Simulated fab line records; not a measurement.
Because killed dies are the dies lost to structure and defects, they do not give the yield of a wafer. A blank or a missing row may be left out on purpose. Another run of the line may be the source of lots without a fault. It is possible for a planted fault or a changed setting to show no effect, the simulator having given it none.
fab line records + flow n5Finfet + part 1 of 2: steps 1 to 4 of 6
record:
- lots: 20
- wafers: 60
- lastDay: 18
route steps=1938 shown DUMMY_GATE@235 SD_EPI_N@270 SD_EPI_P@306 ILD0@335 SDB@360
lots untouched by any fault: they come from a run of this same line in which no faults occurred
startH: hours from the record's opening day to when the first of the lot's shown wafers began + waitH: hours since the lot's step before + " the same as in the row above + L1.1+2: one row covering several wafers at once + - no value, or no start was given + * or withheld: withheld + < > ~ a bound
route shown NAME@n: names a module that has steps shown in the file, with the first one's number in the route + usual: the fault-free wafers' mean and standard deviation + same: alike in all rows + chamber/n: place in a boat + sites: the reading at each site + _std_site: the standard deviation of these + _edge_site: outer sites' mean less inner sites' + radiusMm: for every site, how far away it sits from the centre of the wafer + mask NAME#n: copy n + behind: tool/chamber where the wafer was last shaped + hold: the reason the lot was held/the length of the hold in hours/how it ended + device: the n, p or np transistor that did not switch + end of line: tests run on the same wafers once the route is complete + for a step that has no rows: nothing shown but its recipe + killed: the dies lost at the first sort to structure and to defects; this is not the yield of the wafer + map: a wafer's dies, marking killed ones x, the rest . and places with no die _
set.NAME: the setting as run; set.NAME@STEP: as run at that earlier step + model.NAME: the simulator's own value behind a step, which no gauge read
one table for each step of the route and one row for each wafer, over a sample of lots
services: the hour from which a tool's chamber was out of use, counted from the record's first day as startH (under 0 if before that day), plus the number of hours and why
== steps ==
step: N5_DUMMY_GATE_ETCH_29
recipe:
- chemistry: N2/H2
- target: underlayer
- targetDepthA: 130
- ionEnergyEv: 200
- pressureMtorr: 30
- sourceW: 840
- biasW: 150
- n2FlowSccm: 200
- h2FlowSccm: 200
usual:
- drypumpMotorCurrentA: 5.7/0.57
- oesProductAu: 0.77/0.088
- rfVppV: 524.5/2.3
- showerheadPlenumPTorr: 2.56/0.079
- throttleValvePct: 17.85/0.2
| lot.wafer | tool       | chamber | startH | waitH | drypumpMotorCurrentA | oesProductAu | rfHoursCounterH | rfVppV | showerheadPlenumPTorr | throttleValvePct |
|-----------|------------|---------|--------|-------|----------------------|--------------|-----------------|--------|-----------------------|------------------|
| L074.2    | rieDiel-06 | 3       | 45.64  | 0.0   | 5.7                  | 0.86         | 64              | 528.1  | 2.68                  | 17.63            |
| L074.3    | "          | 2       | "      | "     | 5.0                  | 0.67         | 245             | 523.0  | 2.51                  | 17.84            |
| L074.6    | "          | 0       | "      | "     | 6.2                  | 0.79         | -               | 523.0  | 2.43                  | 17.92            |
| L076.2    | rieDiel-01 | 2       | 59.89  | 0.0   | 6.0                  | 0.87         | 54              | 525.0  | 2.57                  | 17.79            |
| L076.5    | "          | 3       | "      | "     | 5.9                  | 0.75         | -               | 520.7  | 2.45                  | 18.05            |
| L076.6    | "          | 2       | "      | "     | 6.0                  | 0.86         | -               | 524.8  | 2.57                  | 17.77            |
| L077.2    | rieDiel-03 | 1       | 64.08  | 0.0   | 5.7                  | 0.65         | 247             | 524.9  | 2.61                  | 18.06            |
| L077.3    | "          | 0       | "      | "     | 6.5                  | 0.70         | 214             | 523.9  | 2.64                  | 17.95            |
| L077.6    | "          | 0       | "      | "     | 6.5                  | 0.69         | -               | 526.0  | 2.63                  | 17.94            |
| L078.2    | rieDiel-01 | 0       | 69.57  | 0.0   | 5.2                  | 0.81         | 121             | 524.6  | 2.55                  | 18.09            |
| L078.3    | "          | 1       | "      | "     | 4.8                  | 0.72         | 164             | 525.8  | 2.64                  | 17.80            |
| L078.6    | "          | 2       | "      | "     | 6.0                  | 0.86         | -               | 524.0  | 2.57                  | 17.82            |
| L079.1    | rieDiel-03 | 2       | 76.70  | 0.0   | 6.6                  | 0.71         | 205             | 522.0  | 2.51                  | 17.92            |
| L079.2    | "          | 1       | "      | "     | 5.7                  | 0.64         | 250             | 526.2  | 2.61                  | 18.06            |
| L079.5    | "          | 0       | "      | "     | 6.5                  | 0.69         | -               | 526.3  | 2.63                  | 17.95            |
| L080.1    | rieDiel-06 | 0       | 84.42  | 0.0   | 6.2                  | 0.78         | 144             | 520.8  | 2.42                  | 17.94            |
| L080.4    | "          | 3       | "      | "     | 5.7                  | 0.83         | 75              | 527.4  | 2.67                  | 17.67            |
| L080.5    | "          | 0       | "      | "     | 6.3                  | 0.77         | -               | 520.8  | 2.42                  | 17.95            |
| L081.3    | rieDiel-06 | 1       | 90.49  | 0.0   | 5.0                  | 0.74         | 189             | 525.1  | 2.51                  | 17.73            |
| L081.4    | "          | 0       | "      | "     | 6.2                  | 0.77         | 145             | 520.6  | 2.42                  | 17.93            |
| L081.6    | "          | 2       | "      | "     | 5.0                  | 0.99         | -               | 524.0  | 2.51                  | 17.40            |
| L082.1    | rieDiel-03 | 0       | 92.88  | 0.0   | 6.5                  | 0.68         | 223             | 527.0  | 2.63                  | 17.96            |
| L082.2    | "          | 3       | "      | "     | 5.5                  | 0.72         | 181             | 525.6  | 2.64                  | 18.05            |
| L082.4    | "          | 3       | "      | "     | 5.5                  | 0.72         | -               | 525.7  | 2.64                  | 18.06            |
| L083.1    | rieDiel-01 | 2       | 100.89 | 0.0   | 6.0                  | 0.83         | 64              | 526.5  | 2.57                  | 17.80            |
| L083.3    | "          | 3       | "      | "     | 5.9                  | 0.74         | 166             | 522.4  | 2.45                  | 18.07            |
| L083.5    | "          | 1       | "      | "     | 4.9                  | 0.72         | -               | 525.8  | 2.64                  | 17.82            |
| L084.3    | rieDiel-06 | 2       | 104.76 | 0.0   | 5.0                  | 0.95         | 8               | 525.6  | 2.50                  | 17.42            |
| L084.4    | "          | 0       | "      | "     | 6.3                  | 0.77         | 149             | 521.6  | 2.42                  | 17.94            |
| L084.6    | "          | 3       | "      | "     | 5.7                  | 0.83         | -               | 527.8  | 2.67                  | 17.68            |
| L085.3    | rieDiel-01 | 2       | 111.30 | 0.0   | 6.0                  | 0.85         | 67              | 526.4  | 2.56                  | 17.82            |
| L085.5    | "          | 0       | "      | "     | 5.2                  | 0.79         | -               | 525.2  | 2.55                  | 18.12            |
| L085.6    | "          | 1       | "      | "     | 4.8                  | 0.72         | -               | 527.0  | 2.64                  | 17.82            |
| L086.1    | rieDiel-06 | 3       | 118.10 | 0.0   | 5.7                  | 0.82         | 84              | 528.5  | 2.67                  | 17.69            |
| L086.3    | "          | 0       | "      | "     | 6.2                  | 0.77         | 152             | 521.2  | 2.42                  | 17.95            |
| L086.4    | "          | 0       | "      | "     | 6.3                  | 0.77         | -               | 520.8  | 2.42                  | 17.96            |
| L087.3    | rieDiel-06 | 0       | 123.92 | 0.0   | 6.2                  | 0.75         | 154             | 520.8  | 2.42                  | 17.96            |
| L087.4    | "          | 1       | "      | "     | 5.1                  | 0.74         | 196             | 523.6  | 2.51                  | 17.74            |
| L087.5    | "          | 2       | "      | "     | 5.0                  | 0.94         | -               | 522.5  | 2.50                  | 17.43            |
| L090.1    | rieDiel-01 | 2       | 143.77 | 0.0   | 6.0                  | 0.84         | 76              | 525.8  | 2.56                  | 17.83            |
| L090.3    | "          | 1       | "      | "     | 4.9                  | 0.71         | 185             | 526.9  | 2.63                  | 17.83            |
| L090.5    | "          | 3       | "      | "     | 5.9                  | 0.74         | -               | 520.1  | 2.45                  | 18.08            |
| L091.3    | rieDiel-03 | 0       | 149.97 | 0.0   | 6.5                  | 0.67         | 241             | 526.5  | 2.62                  | 18.00            |
| L091.5    | "          | 1       | "      | "     | 5.7                  | 0.92         | -               | 527.0  | 2.61                  | 17.66            |
| L091.6    | "          | 2       | "      | "     | 6.6                  | 0.68         | -               | 523.7  | 2.50                  | 17.97            |
| L093.2    | rieDiel-06 | 2       | 162.22 | 0.0   | 4.9                  | 0.91         | 26              | 522.5  | 2.50                  | 17.47            |
| L093.4    | "          | 1       | "      | "     | 5.0                  | 0.73         | -               | 522.9  | 2.51                  | 17.76            |
| L093.6    | "          | 3       | "      | "     | 5.7                  | 0.81         | -               | 527.9  | 2.66                  | 17.72            |
| L094.3    | rieDiel-03 | 1       | 169.84 | 0.0   | 5.7                  | 0.89         | 18              | 524.9  | 2.60                  | 17.68            |
| L094.5    | "          | 2       | "      | "     | 6.6                  | 0.67         | -               | 523.4  | 2.50                  | 17.97            |
| L094.6    | "          | 3       | "      | "     | 5.4                  | 0.70         | -               | 524.7  | 2.63                  | 18.11            |
| L095.1    | rieDiel-03 | 0       | 172.05 | 0.0   | 6.5                  | 0.66         | 248             | 524.2  | 2.62                  | 18.00            |
| L095.3    | "          | 1       | "      | "     | 5.7                  | 0.91         | 19              | 525.7  | 2.60                  | 17.68            |
| L095.6    | "          | 3       | "      | "     | 5.4                  | 0.70         | -               | 525.5  | 2.63                  | 18.11            |
| L096.1    | rieDiel-03 | 3       | 178.00 | 0.0   | 5.4                  | 0.70         | 207             | 525.4  | 2.63                  | 18.11            |
| L096.4    | "          | 0       | "      | "     | 6.5                  | 0.65         | 250             | 526.0  | 2.62                  | 18.00            |
| L096.5    | "          | 3       | "      | "     | 5.4                  | 0.70         | -               | 525.1  | 2.63                  | 18.10            |
| L097.1    | rieDiel-06 | 3       | 183.48 | 0.0   | 5.7                  | 0.81         | 105             | 528.8  | 2.66                  | 17.74            |
| L097.3    | "          | 0       | "      | "     | 6.3                  | 0.75         | 171             | 520.3  | 2.41                  | 17.98            |
| L097.6    | "          | 3       | "      | "     | 5.7                  | 0.81         | -               | 527.5  | 2.66                  | 17.72            |
step: N5_SD_EPI_N_CD_MEAS_09
recipe:
- targetCdNm: 120
- landingEnergyEv: 500
- detector: seInlens
usual:
- cdNm: 119.7/1.1
| lot.wafer | tool     | chamber | startH | waitH | cdNm  |
|-----------|----------|---------|--------|-------|-------|
| L074.2    | cdSem-03 | 0       | 48.20  | -     | 119.7 |
| L074.3    | "        | 0       | "      | "     | 121.3 |
| L074.6    | "        | 0       | "      | "     | 120.6 |
| L076.2    | cdSem-03 | 0       | 62.17  | -     | 118.8 |
| L076.5    | "        | 0       | "      | "     | 118.9 |
| L076.6    | "        | 0       | "      | "     | 118.9 |
| L077.2    | cdSem-02 | 0       | 66.27  | -     | 119.5 |
| L077.3    | "        | 0       | "      | "     | 119.5 |
| L077.6    | "        | 0       | "      | "     | 118.9 |
| L078.2    | cdSem-03 | 0       | 71.76  | -     | 120.0 |
| L078.3    | "        | 0       | "      | "     | 120.6 |
| L078.6    | "        | 0       | "      | "     | 120.2 |
| L079.1    | cdSem-01 | 0       | 78.80  | -     | 120.1 |
| L079.2    | "        | 0       | "      | "     | 120.8 |
| L079.5    | "        | 0       | "      | "     | 120.6 |
| L080.1    | cdSem-01 | 0       | 87.70  | -     | 119.1 |
| L080.4    | "        | 0       | "      | "     | 120.6 |
| L080.5    | "        | 0       | "      | "     | 118.5 |
| L081.3    | cdSem-03 | 0       | 92.72  | -     | 120.3 |
| L081.4    | "        | 0       | "      | "     | 119.9 |
| L081.6    | "        | 0       | "      | "     | 120.4 |
| L082.1    | cdSem-01 | 0       | 95.72  | -     | 117.8 |
| L082.2    | "        | 0       | "      | "     | 118.3 |
| L082.4    | "        | 0       | "      | "     | 117.5 |
| L083.1    | cdSem-01 | 0       | 103.03 | -     | 118.1 |
| L083.3    | "        | 0       | "      | "     | 119.2 |
| L083.5    | "        | 0       | "      | "     | 119.0 |
| L084.3    | cdSem-03 | 0       | 106.97 | -     | 117.5 |
| L084.4    | "        | 0       | "      | "     | 118.0 |
| L084.6    | "        | 0       | "      | "     | 117.4 |
| L085.3    | cdSem-02 | 0       | 113.40 | -     | 118.5 |
| L085.5    | "        | 0       | "      | "     | 120.0 |
| L085.6    | "        | 0       | "      | "     | 118.7 |
| L086.1    | cdSem-02 | 0       | 121.02 | -     | 118.4 |
| L086.3    | "        | 0       | "      | "     | 119.3 |
| L086.4    | "        | 0       | "      | "     | 119.5 |
| L087.3    | cdSem-01 | 0       | 126.09 | -     | 118.5 |
| L087.4    | "        | 0       | "      | "     | 118.5 |
| L087.5    | "        | 0       | "      | "     | 118.2 |
| L090.1    | cdSem-03 | 0       | 146.23 | -     | 121.0 |
| L090.3    | "        | 0       | "      | "     | 121.6 |
| L090.5    | "        | 0       | "      | "     | 121.0 |
| L091.3    | cdSem-02 | 0       | 152.48 | -     | 120.5 |
| L091.5    | "        | 0       | "      | "     | 118.6 |
| L091.6    | "        | 0       | "      | "     | 118.4 |
| L093.2    | cdSem-01 | 0       | 164.37 | -     | 118.9 |
| L093.4    | "        | 0       | "      | "     | 119.5 |
| L093.6    | "        | 0       | "      | "     | 118.8 |
| L094.3    | cdSem-01 | 0       | 171.94 | -     | 120.5 |
| L094.5    | "        | 0       | "      | "     | 120.8 |
| L094.6    | "        | 0       | "      | "     | 120.9 |
| L095.1    | cdSem-01 | 0       | 174.15 | -     | 119.7 |
| L095.3    | "        | 0       | "      | "     | 121.4 |
| L095.6    | "        | 0       | "      | "     | 121.0 |
| L096.1    | cdSem-02 | 0       | 180.22 | -     | 119.9 |
| L096.4    | "        | 0       | "      | "     | 120.1 |
| L096.5    | "        | 0       | "      | "     | 120.7 |
| L097.1    | cdSem-03 | 0       | 188.37 | -     | 120.5 |
| L097.3    | "        | 0       | "      | "     | 120.7 |
| L097.6    | "        | 0       | "      | "     | 121.1 |
step: N5_SD_EPI_P_DESCUM_14
recipe:
- chemistry: O2
- timeS: 7.9
- sourcePowerW: 50
- biasPowerW: 20
- pressureMtorr: 20
- rfFrequencyHz: 2.712e+07
- tempC: 40
- resist: CAR-ArF-block
- o2FlowSccm: 225
usual:
- drypumpMotorCurrentA: 5.7/0.59
- oesProductAu: 0.76/0.078
- rfVppV: 243.4/1.2
- showerheadPlenumPTorr: 2.11/0.06
- throttleValvePct: 20.46/0.22
| lot.wafer | tool       | chamber | startH | waitH | drypumpMotorCurrentA | oesProductAu | rfHoursCounterH | rfVppV | showerheadPlenumPTorr | throttleValvePct |
|-----------|------------|---------|--------|-------|----------------------|--------------|-----------------|--------|-----------------------|------------------|
| L074.2    | rieDiel-06 | 3       | 55.12  | 0.0   | 5.7                  | 0.84         | 66              | 243.9  | 2.21                  | 20.27            |
| L074.3    | "          | 0       | "      | "     | 6.3                  | 0.79         | 134             | 242.2  | 2.01                  | 20.52            |
| L074.6    | "          | 0       | "      | "     | 6.2                  | 0.78         | -               | 240.7  | 2.01                  | 20.53            |
| L076.2    | rieDiel-01 | 3       | 67.64  | 0.0   | 5.9                  | 0.77         | 158             | 242.1  | 2.03                  | 20.66            |
| L076.5    | "          | 3       | "      | "     | 5.9                  | 0.77         | -               | 242.5  | 2.02                  | 20.65            |
| L076.6    | "          | 2       | "      | "     | 6.0                  | 0.84         | -               | 243.7  | 2.11                  | 20.23            |
| L077.2    | rieDiel-01 | 3       | 70.67  | 0.0   | 5.9                  | 0.77         | 159             | 243.0  | 2.02                  | 20.66            |
| L077.3    | "          | 0       | "      | "     | 5.2                  | 0.79         | 121             | 242.6  | 2.10                  | 20.71            |
| L077.6    | "          | 0       | "      | "     | 5.2                  | 0.79         | -               | 242.3  | 2.10                  | 20.70            |
| L078.2    | rieDiel-03 | 1       | 77.01  | 0.0   | 5.7                  | 0.67         | 250             | 243.2  | 2.15                  | 20.53            |
| L078.3    | "          | 3       | "      | "     | 5.4                  | 0.73         | 175             | 243.4  | 2.20                  | 20.71            |
| L078.6    | "          | 3       | "      | "     | 5.4                  | 0.73         | -               | 243.0  | 2.20                  | 20.69            |
| L079.1    | rieDiel-01 | 1       | 84.49  | 0.5   | 4.8                  | 0.73         | 169             | 244.4  | 2.16                  | 20.27            |
| L079.2    | "          | 2       | "      | "     | 6.0                  | 0.83         | 60              | 243.6  | 2.10                  | 20.25            |
| L079.5    | "          | 2       | "      | "     | 6.0                  | 0.83         | -               | 244.5  | 2.10                  | 20.25            |
| L080.1    | rieDiel-03 | 0       | 93.08  | 0.1   | 6.5                  | 0.68         | 223             | 242.9  | 2.17                  | 20.35            |
| L080.4    | "          | 3       | "      | "     | 5.4                  | 0.72         | -               | 242.9  | 2.19                  | 20.72            |
| L080.5    | "          | 0       | "      | "     | 6.5                  | 0.68         | -               | 245.1  | 2.17                  | 20.35            |
| L081.3    | rieDiel-03 | 0       | 97.24  | 0.0   | 6.5                  | 0.68         | 225             | 242.7  | 2.17                  | 20.34            |
| L081.4    | "          | 0       | "      | "     | 6.5                  | 0.68         | -               | 244.5  | 2.17                  | 20.35            |
| L081.6    | "          | 2       | "      | "     | 6.6                  | 0.69         | -               | 243.8  | 2.08                  | 20.67            |
| L082.1    | rieDiel-03 | 3       | 102.27 | 0.0   | 5.5                  | 0.73         | 185             | 244.3  | 2.19                  | 20.70            |
| L082.2    | "          | 2       | "      | "     | 6.6                  | 0.69         | 215             | 243.7  | 2.08                  | 20.68            |
| L082.4    | "          | 2       | "      | "     | 6.6                  | 0.70         | -               | 241.9  | 2.08                  | 20.66            |
| L083.1    | rieDiel-03 | 0       | 108.30 | 0.0   | 6.5                  | 0.68         | 229             | 245.3  | 2.17                  | 20.35            |
| L083.3    | "          | 1       | "      | "     | 5.7                  | 1.00         | 0               | 244.8  | 2.15                  | 20.17            |
| L083.5    | "          | 1       | "      | "     | 5.7                  | 1.00         | -               | 243.9  | 2.15                  | 20.18            |
| L084.3    | rieDiel-03 | 1       | 111.36 | 0.0   | 5.7                  | 0.98         | 1               | 244.8  | 2.15                  | 20.19            |
| L084.4    | "          | 0       | "      | "     | 6.5                  | 0.68         | 230             | 243.2  | 2.16                  | 20.34            |
| L084.6    | "          | 2       | "      | "     | 6.6                  | 0.69         | -               | 243.1  | 2.08                  | 20.67            |
| L085.3    | rieDiel-06 | 3       | 118.43 | 0.0   | 5.7                  | 0.82         | 84              | 244.6  | 2.20                  | 20.27            |
| L085.5    | "          | 3       | "      | "     | 5.7                  | 0.82         | -               | 244.8  | 2.20                  | 20.27            |
| L085.6    | "          | 0       | "      | "     | 6.2                  | 0.77         | -               | 241.2  | 2.00                  | 20.54            |
| L086.1    | rieDiel-01 | 2       | 126.22 | 0.0   | 6.0                  | 0.83         | 71              | 246.6  | 2.10                  | 20.26            |
| L086.3    | "          | 3       | "      | "     | 5.9                  | 0.76         | 173             | 240.9  | 2.02                  | 20.68            |
| L086.4    | "          | 0       | "      | "     | 5.2                  | 0.77         | 136             | 243.0  | 2.10                  | 20.71            |
| L087.3    | rieDiel-06 | 1       | 130.64 | 0.0   | 5.1                  | 0.73         | 198             | 242.9  | 2.08                  | 20.45            |
| L087.4    | "          | 2       | "      | "     | 5.0                  | 0.94         | 16              | 242.6  | 2.06                  | 19.94            |
| L087.5    | "          | 0       | "      | "     | 6.2                  | 0.76         | -               | 243.9  | 2.00                  | 20.58            |
| L090.1    | rieDiel-01 | 0       | 150.97 | 0.0   | 5.2                  | 0.77         | 143             | 241.1  | 2.10                  | 20.75            |
| L090.3    | "          | 1       | "      | "     | 4.8                  | 0.71         | 188             | 244.8  | 2.15                  | 20.31            |
| L090.5    | "          | 1       | "      | "     | 4.8                  | 0.71         | -               | 244.8  | 2.15                  | 20.30            |
| L091.3    | rieDiel-01 | 2       | 157.11 | 0.0   | 6.0                  | 0.81         | 81              | 243.8  | 2.10                  | 20.28            |
| L091.5    | "          | 1       | "      | "     | 4.8                  | 0.71         | -               | 243.6  | 2.15                  | 20.31            |
| L091.6    | "          | 2       | "      | "     | 6.0                  | 0.80         | -               | 243.1  | 2.10                  | 20.27            |
| L093.2    | rieDiel-06 | 1       | 168.77 | 0.0   | 5.0                  | 0.72         | 211             | 242.5  | 2.08                  | 20.49            |
| L093.4    | "          | 3       | "      | "     | 5.7                  | 0.79         | 101             | 244.2  | 2.20                  | 20.30            |
| L093.6    | "          | 1       | "      | "     | 5.1                  | 0.73         | -               | 243.0  | 2.08                  | 20.45            |
| L094.3    | rieDiel-03 | 3       | 177.19 | 0.0   | 5.4                  | 0.71         | 207             | 244.9  | 2.18                  | 20.74            |
| L094.5    | "          | 1       | "      | "     | 5.7                  | 0.93         | -               | 244.1  | 2.14                  | 20.20            |
| L094.6    | "          | 2       | "      | "     | 6.6                  | 0.68         | -               | 243.4  | 2.07                  | 20.70            |
| L095.1    | rieDiel-06 | 3       | 180.40 | 0.0   | 5.7                  | 0.79         | 104             | 245.0  | 2.19                  | 20.29            |
| L095.3    | "          | 2       | "      | "     | 5.0                  | 0.90         | 32              | 243.5  | 2.05                  | 19.97            |
| L095.6    | "          | 0       | "      | "     | 6.2                  | 0.76         | -               | 242.0  | 2.00                  | 20.58            |
| L096.1    | rieDiel-06 | 0       | 185.65 | 0.0   | 6.2                  | 0.75         | 171             | 242.3  | 2.00                  | 20.59            |
| L096.4    | "          | 2       | "      | "     | 5.0                  | 0.91         | 34              | 241.6  | 2.05                  | 19.97            |
| L096.5    | "          | 0       | "      | "     | 6.3                  | 0.75         | -               | 241.4  | 2.00                  | 20.58            |
| L097.1    | rieDiel-03 | 2       | 193.18 | 0.0   | 6.6                  | 0.68         | 242             | 242.9  | 2.07                  | 20.70            |
| L097.3    | "          | 1       | "      | "     | 5.7                  | 0.92         | 26              | 244.7  | 2.14                  | 20.21            |
| L097.6    | "          | 3       | "      | "     | 5.4                  | 0.70         | -               | 244.4  | 2.18                  | 20.75            |
step: N5_SD_EPI_P_ETCHBACK_46
recipe:
- chemistry: CH3F/O2
- mode: anisotropicEtchback
- target: SiNx
- targetDepthA: 175
- stopOn: SiO2
- overEtchFrac: 0.3
- ionEnergyEv: 120
- pressureMtorr: 30
- sourceW: 395
- biasW: 73
- Ar_flow_sccm: 150
- CH3F_flow_sccm: 30
- O2_flow_sccm: 20
usual:
- drypumpMotorCurrentA: 5.7/0.59
- oes_ar_750_au: 0.76/0.074
- oesProductAu: 0.65/0.063
- rfVppV: 296/6.5
- showerheadPlenumPTorr: 2.01/0.056
- throttleValvePct: 16.39/0.2
| lot.wafer | tool       | chamber | startH | waitH | drypumpMotorCurrentA | oes_ar_750_au | oesProductAu | rfHoursCounterH | rfVppV | showerheadPlenumPTorr | throttleValvePct |
|-----------|------------|---------|--------|-------|----------------------|---------------|--------------|-----------------|--------|-----------------------|------------------|
| L074.2    | rieDiel-06 | 3       | 55.53  | 0.0   | 5.7                  | 0.82          | 0.72         | 66              | 313    | 2.11                  | 16.18            |
| L074.3    | "          | 0       | "      | "     | 6.2                  | 0.80          | 0.68         | 134             | 299    | 1.92                  | 16.48            |
| L074.6    | "          | 0       | "      | "     | 6.2                  | 0.79          | 0.68         | -               | 299    | 1.92                  | 16.47            |
| L076.2    | rieDiel-01 | 3       | 68.06  | 0.0   | 5.9                  | 0.76          | 0.65         | 158             | 292    | 1.92                  | 16.41            |
| L076.5    | "          | 3       | "      | "     | 5.9                  | 0.76          | 0.66         | -               | 292    | 1.92                  | 16.43            |
| L076.6    | "          | 2       | "      | "     | 6.0                  | 0.86          | 0.71         | -               | 291    | 2.04                  | 16.32            |
| L077.2    | rieDiel-01 | 3       | 71.08  | 0.0   | 5.9                  | 0.76          | 0.65         | 159             | 292    | 1.92                  | 16.43            |
| L077.3    | "          | 0       | "      | "     | 5.2                  | 0.81          | 0.67         | 121             | 290    | 2.02                  | 16.57            |
| L077.6    | "          | 0       | "      | "     | 5.2                  | 0.79          | 0.67         | -               | 293    | 2.02                  | 16.58            |
| L078.2    | rieDiel-03 | 1       | 77.43  | 0.0   | 5.7                  | 0.67          | 0.58         | 250             | 294    | 2.05                  | 16.48            |
| L078.3    | "          | 3       | "      | "     | 5.4                  | 0.72          | 0.61         | 175             | 291    | 2.08                  | 16.51            |
| L078.6    | "          | 3       | "      | "     | 5.4                  | 0.72          | 0.62         | -               | 293    | 2.08                  | 16.50            |
| L079.1    | rieDiel-01 | 1       | 84.90  | 0.0   | 4.9                  | 0.73          | 0.62         | 169             | 293    | 2.07                  | 16.27            |
| L079.2    | "          | 2       | "      | "     | 6.0                  | 0.85          | 0.71         | 60              | 290    | 2.04                  | 16.31            |
| L079.5    | "          | 2       | "      | "     | 6.0                  | 0.85          | 0.71         | -               | 292    | 2.04                  | 16.34            |
| L080.1    | rieDiel-03 | 0       | 93.49  | 0.0   | 6.5                  | 0.68          | 0.58         | 224             | 306    | 2.06                  | 16.25            |
| L080.4    | "          | 3       | "      | "     | 5.4                  | 0.72          | 0.61         | -               | 294    | 2.07                  | 16.50            |
| L080.5    | "          | 0       | "      | "     | 6.5                  | 0.67          | 0.58         | -               | 307    | 2.06                  | 16.23            |
| L081.3    | rieDiel-03 | 0       | 97.65  | 0.0   | 6.5                  | 0.67          | 0.59         | 225             | 307    | 2.06                  | 16.25            |
| L081.4    | "          | 0       | "      | "     | 6.5                  | 0.67          | 0.59         | -               | 308    | 2.06                  | 16.23            |
| L081.6    | "          | 2       | "      | "     | 6.6                  | 0.70          | 0.59         | -               | 300    | 1.99                  | 16.63            |
| L082.1    | rieDiel-03 | 3       | 102.68 | 0.0   | 5.4                  | 0.71          | 0.61         | 186             | 293    | 2.07                  | 16.51            |
| L082.2    | "          | 2       | "      | "     | 6.6                  | 0.69          | 0.60         | 215             | 299    | 1.99                  | 16.63            |
| L082.4    | "          | 2       | "      | "     | 6.6                  | 0.69          | 0.60         | -               | 298    | 1.99                  | 16.64            |
| L083.1    | rieDiel-03 | 0       | 108.72 | 0.0   | 6.5                  | 0.67          | 0.58         | 230             | 306    | 2.05                  | 16.26            |
| L083.3    | "          | 1       | "      | "     | 5.7                  | 0.97          | 0.85         | 1               | 294    | 2.05                  | 16.03            |
| L083.5    | "          | 1       | "      | "     | 5.7                  | 0.97          | 0.84         | -               | 295    | 2.05                  | 15.99            |
| L084.3    | rieDiel-03 | 1       | 111.77 | 0.0   | 5.7                  | 0.96          | 0.85         | 1               | 293    | 2.05                  | 16.02            |
| L084.4    | "          | 0       | "      | "     | 6.5                  | 0.67          | 0.58         | 230             | 308    | 2.05                  | 16.26            |
| L084.6    | "          | 2       | "      | "     | 6.6                  | 0.69          | 0.60         | -               | 300    | 1.99                  | 16.62            |
| L085.3    | rieDiel-06 | 3       | 118.85 | 0.0   | 5.7                  | 0.80          | 0.70         | 85              | 313    | 2.10                  | 16.24            |
| L085.5    | "          | 3       | "      | "     | 5.7                  | 0.80          | 0.70         | -               | 313    | 2.10                  | 16.23            |
| L085.6    | "          | 0       | "      | "     | 6.2                  | 0.77          | 0.66         | -               | 299    | 1.92                  | 16.52            |
| L086.1    | rieDiel-01 | 2       | 126.64 | 0.0   | 6.0                  | 0.84          | 0.70         | 72              | 291    | 2.04                  | 16.34            |
| L086.3    | "          | 3       | "      | "     | 5.9                  | 0.74          | 0.65         | 173             | 291    | 1.91                  | 16.45            |
| L086.4    | "          | 0       | "      | "     | 5.2                  | 0.78          | 0.66         | 136             | 292    | 2.01                  | 16.64            |
| L087.3    | rieDiel-06 | 1       | 131.06 | 0.0   | 5.1                  | 0.75          | 0.63         | 199             | 286    | 1.98                  | 16.37            |
| L087.4    | "          | 2       | "      | "     | 5.0                  | 0.91          | 0.79         | 16              | 303    | 1.97                  | 15.84            |
| L087.5    | "          | 0       | "      | "     | 6.2                  | 0.77          | 0.65         | -               | 298    | 1.92                  | 16.50            |
| L090.1    | rieDiel-01 | 0       | 151.38 | 0.0   | 5.2                  | 0.78          | 0.65         | 144             | 292    | 2.01                  | 16.62            |
| L090.3    | "          | 1       | "      | "     | 4.8                  | 0.71          | 0.61         | 188             | 295    | 2.06                  | 16.30            |
| L090.5    | "          | 1       | "      | "     | 4.9                  | 0.72          | 0.61         | -               | 293    | 2.06                  | 16.30            |
| L091.3    | rieDiel-01 | 2       | 157.53 | 0.0   | 6.0                  | 0.83          | 0.69         | 81              | 292    | 2.04                  | 16.38            |
| L091.5    | "          | 1       | "      | "     | 4.9                  | 0.72          | 0.61         | -               | 294    | 2.06                  | 16.31            |
| L091.6    | "          | 2       | "      | "     | 6.0                  | 0.83          | 0.69         | -               | 292    | 2.04                  | 16.38            |
| L093.2    | rieDiel-06 | 1       | 169.19 | 0.0   | 5.0                  | 0.73          | 0.62         | 211             | 286    | 1.98                  | 16.39            |
| L093.4    | "          | 3       | "      | "     | 5.7                  | 0.79          | 0.69         | 101             | 313    | 2.10                  | 16.26            |
| L093.6    | "          | 1       | "      | "     | 5.1                  | 0.74          | 0.62         | -               | 287    | 1.98                  | 16.39            |
| L094.3    | rieDiel-03 | 3       | 177.61 | 0.0   | 5.4                  | 0.70          | 0.60         | 207             | 293    | 2.06                  | 16.58            |
| L094.5    | "          | 1       | "      | "     | 5.7                  | 0.91          | 0.78         | -               | 293    | 2.04                  | 16.08            |
| L094.6    | "          | 2       | "      | "     | 6.6                  | 0.68          | 0.58         | -               | 299    | 1.98                  | 16.66            |
| L095.1    | rieDiel-06 | 3       | 180.82 | 0.0   | 5.7                  | 0.79          | 0.68         | 104             | 313    | 2.10                  | 16.26            |
| L095.3    | "          | 2       | "      | "     | 5.0                  | 0.88          | 0.76         | 32              | 302    | 1.96                  | 15.86            |
| L095.6    | "          | 0       | "      | "     | 6.2                  | 0.76          | 0.65         | -               | 299    | 1.91                  | 16.56            |
| L096.1    | rieDiel-06 | 0       | 186.07 | 0.0   | 6.2                  | 0.76          | 0.65         | 171             | 298    | 1.91                  | 16.53            |
| L096.4    | "          | 2       | "      | "     | 5.0                  | 0.88          | 0.76         | 34              | 301    | 1.96                  | 15.87            |
| L096.5    | "          | 0       | "      | "     | 6.2                  | 0.76          | 0.65         | -               | 300    | 1.91                  | 16.55            |
| L097.1    | rieDiel-03 | 2       | 193.60 | 0.0   | 6.6                  | 0.68          | 0.58         | 242             | 301    | 1.98                  | 16.67            |
| L097.3    | "          | 1       | "      | "     | 5.7                  | 0.89          | 0.77         | 26              | 294    | 2.04                  | 16.07            |
| L097.6    | "          | 3       | "      | "     | 5.5                  | 0.69          | 0.60         | -               | 294    | 2.06                  | 16.59            |
